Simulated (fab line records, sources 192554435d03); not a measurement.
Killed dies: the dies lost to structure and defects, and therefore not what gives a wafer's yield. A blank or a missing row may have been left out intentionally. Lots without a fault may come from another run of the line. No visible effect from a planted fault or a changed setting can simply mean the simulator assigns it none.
Matching of chambers | flow n5_finfet | N5_SD_EPI_N_ETCHBACK_44 on rie_diel-02 has 3 sister chambers
The step etches SiNx in CH3F/O2, stops on SiO2, target depth 14.5 nm. 14 wafers are shown with their chamber, then 4 later ones without.

## WAFERS WITH THEIR CHAMBER
wafer  | chamber | throttle_valve_pct (%) | showerhead_plenum_p_Torr (Torr) | oes_o_777_au (a.u.)
L074.2 | 3       | 16.0                   | 2.03                            | 0.85
L074.5 | 0       | 15.9                   | 1.96                            | 0.92
L074.6 | 1       | 16.4                   | 2.07                            | 0.74
L075.3 | 0       | 15.9                   | 1.96                            | 0.92
L075.4 | 3       | 16.0                   | 2.03                            | 0.84
L075.6 | 0       | 15.9                   | 1.96                            | 0.92
L078.1 | 3       | 16.0                   | 2.02                            | 0.83
L078.5 | 1       | 16.4                   | 2.07                            | 0.73
L078.6 | 3       | 16.0                   | 2.02                            | 0.83
L079.3 | 1       | 16.4                   | 2.07                            | 0.73
L079.5 | 3       | 16.1                   | 2.02                            | 0.82
L079.6 | 0       | 15.9                   | 1.96                            | 0.91
L082.2 | 0       | 15.9                   | 1.96                            | 0.90
L082.3 | 1       | 16.4                   | 2.06                            | 0.72

SIGNATURES (means of the wafers above)
reading                  | chamber 0 | chamber 1 | chamber 3 | scatter within a chamber
throttle_valve_pct       | 15.900    | 16.400    | 16.020    | 0.027
showerhead_plenum_p_Torr | 1.9600    | 2.0675    | 2.0240    | 0.00421
oes_o_777_au             | 0.9140    | 0.7300    | 0.8340    | 0.00972
Rule: a wafer's distance from a chamber is the root of the sum, over the readings, of the square of ((its reading less the chamber's mean) divided by the reading's scatter). The wafer belongs to the nearest chamber; if the next one is less than 2 further off, it can't be placed. The scatter: take each reading less its chamber's mean, square it, sum over the shown wafers, divide by the number of wafers less the number of chambers, and take the root.

## WAFERS WITHOUT THEIR CHAMBER
wafer  | throttle_valve_pct (%) | showerhead_plenum_p_Torr (Torr) | oes_o_777_au (a.u.)
L082.6 | 16.4                   | 2.06                            | 0.72
L083.5 | 16.4                   | 2.06                            | 0.73
L097.2 | 16.5                   | 2.05                            | 0.71
L097.3 | 16.0                   | 1.95                            | 0.86

## THE CHAMBER EACH PASSED THROUGH
wafer  | from the rows above | in truth
L082.6 | 1                   | 1
L083.5 | 1                   | 1
L097.2 | 1                   | 1
L097.3 | 0                   | 0
Correct placement for 4 of the 4. From these rows, 0 cannot be placed. Placed wrongly: 0.
